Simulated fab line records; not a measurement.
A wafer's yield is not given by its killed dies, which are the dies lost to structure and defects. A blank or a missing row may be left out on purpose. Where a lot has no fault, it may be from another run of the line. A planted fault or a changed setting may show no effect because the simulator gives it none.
Matching of chambers | flow n5-finfet | ald-metal-01 running N5_BEOL_M11_ALD_74: 4 sister chambers
The step deposits TaN, target thk 2 nm, pulse time 2 s, purge time 3 s. 8 wafers are shown with their chamber, then 11 later ones without.

WAFERS WITH THEIR CHAMBER
wafer  | chamber | heater-power-w (W)
L078.2 | 1       | 455
L083.1 | 1       | 464
L083.5 | 0       | 369
L085.4 | 3       | 397
L086.2 | 0       | 379
L086.3 | 2       | 434
L086.6 | 2       | 437
L087.3 | 3       | 406

WAFERS MISSING THEIR CHAMBER
wafer  | heater-power-w (W)
L087.5 | 401
L087.6 | 419
L093.2 | 466
L093.3 | 374
L093.4 | 433
L095.2 | 464
L095.5 | 458
L095.6 | 371
L096.4 | 400
L096.5 | 464
L096.6 | 436

EACH ONE'S CHAMBER
wafer  | from the rows above     | in truth
L087.5 | 3                       | 3
L087.6 | can't be placed: 2 or 3 | 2
L093.2 | 1                       | 1
L093.3 | 0                       | 0
L093.4 | 2                       | 2
L095.2 | 1                       | 1
L095.5 | 1                       | 1
L095.6 | 0                       | 0
L096.4 | 3                       | 3
L096.5 | 1                       | 1
L096.6 | 2                       | 2
Correct placement for 10 of the 11. From these rows, 1 cannot be placed; in 1 the true chamber is one of the candidates. Wrongly placed: 0.
How it was worked out, from the rows above alone: a wafer's distance from a chamber is the root of the sum, over the readings, of the square of ((its reading less the chamber's mean) divided by the reading's scatter). The wafer belongs to the nearest chamber; if the next one is less than 2 further off, it can't be placed. A chamber's mean is the mean of its shown wafers. The scatter: the root of (the sum of the squares of (reading less its chamber's mean) over the shown wafers, divided by (wafers less chambers)).
